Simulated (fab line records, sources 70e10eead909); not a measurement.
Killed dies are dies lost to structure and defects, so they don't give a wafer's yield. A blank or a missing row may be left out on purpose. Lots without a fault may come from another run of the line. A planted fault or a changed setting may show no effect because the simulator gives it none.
A struck lot beside a sound one | flow nand_harc | 14 steps out of a route of 1302
Sound: wafers L176.3, L176.5, L176.6. Struck: wafers L171.3, L171.4, L171.5. The cause comes at the end.
At each step with rows: each side's tool, then ch and its chambers, then its first start. Under that, the readings that differ: sound wafers | struck wafers | difference of the means | sigmas: that difference in standard deviations of wafers without a fault.
alike: readings whose means differ by less than 2 such deviations, and words and numbers that are the same on both sides. not compared: withheld readings, readings that some wafer has no value for, bounds like >300 that may hide the same value, and numbers for which the record gives no deviation and whose values overlap.
The two part at a step that has a row with sigmas, a row that says differs or no value, or rows on one side only. Numbers that don't overlap but have no deviation are shown without sigmas and don't part them. A reading that every wafer of one side lacks parts them only if that side has two wafers or more.

NHARC_A_ONON_D2_THK_MEAS_02: measures by ellipsometry.
  sound on film_metro-01, day 21 00:38; struck on film_metro-01, day 18 15:08
  reading     | sound          | struck      | difference | sigmas
  thk_nm (nm) | 1016 1017 1016 | 992 991 991 | -25        | -2
then, 1 step without rows for these wafers: NHARC_A_ONON_D2_DEP_03 (target thk 1000 nm).
NHARC_A_ONON_D2_THK_MEAS_05: measures by ellipsometry.
  sound on film_metro-01, day 21 01:13; struck on film_metro-01, day 18 15:43
  alike: thk_nm
then, 1 step without rows for these wafers: NHARC_A_ONON_D2_DEP_06 (target thk 1000 nm).
NHARC_A_ONON_D2_THK_MEAS_08: measures by ellipsometry.
  sound on film_metro-01, day 21 01:47; struck on film_metro-01, day 18 16:17
  alike: thk_nm
then, 1 step without rows for these wafers: NHARC_A_ONON_D2_DEP_09 (target thk 1000 nm).
NHARC_A_ONON_D2_THK_MEAS_11: measures by ellipsometry.
  sound on film_metro-02, day 21 02:20; struck on film_metro-01, day 18 16:51
  alike: thk_nm
then, 1 step without rows for these wafers: NHARC_A_ONON_D2_DEP_12 (target thk 1000 nm).
NHARC_A_ONON_D2_THK_MEAS_14: measures by ellipsometry.
  sound on film_metro-01, day 21 02:55; struck on film_metro-01, day 18 17:25
  alike: thk_nm
then, 2 steps without rows for these wafers: NHARC_A_ONON_D2_ANNEAL_15 (time 3600 s); NHARC_A_ONON_D2_DEP_16 (target thk 1000 nm).
NHARC_A_ONON_D2_THK_MEAS_18: measures by ellipsometry.
  sound on film_metro-02, day 21 13:43; struck on film_metro-01, day 19 01:14
  reading     | sound       | struck         | difference | sigmas
  thk_nm (nm) | 977 978 977 | 1003 1003 1002 | +25        | +2
NHARC_A_ONON_D2_DEP_19: target thk 1000 nm.
  sound on pecvd_onon-02 ch 0, day 21 13:53; struck on pecvd_onon-03 ch 0, day 19 01:24
NHARC_A_ONON_D2_THK_MEAS_21: measures by ellipsometry.
  sound on film_metro-02, day 21 14:17; struck on film_metro-01, day 19 01:58
  reading     | sound          | struck      | difference | sigmas
  thk_nm (nm) | 1006 1005 1005 | 502 502 502 | -503       | -56
  not compared: hold

WHERE THEY PART
First at NHARC_A_ONON_D2_THK_MEAS_02; last, within this record, at NHARC_A_ONON_D2_THK_MEAS_21.

WHY: what the simulator had put in
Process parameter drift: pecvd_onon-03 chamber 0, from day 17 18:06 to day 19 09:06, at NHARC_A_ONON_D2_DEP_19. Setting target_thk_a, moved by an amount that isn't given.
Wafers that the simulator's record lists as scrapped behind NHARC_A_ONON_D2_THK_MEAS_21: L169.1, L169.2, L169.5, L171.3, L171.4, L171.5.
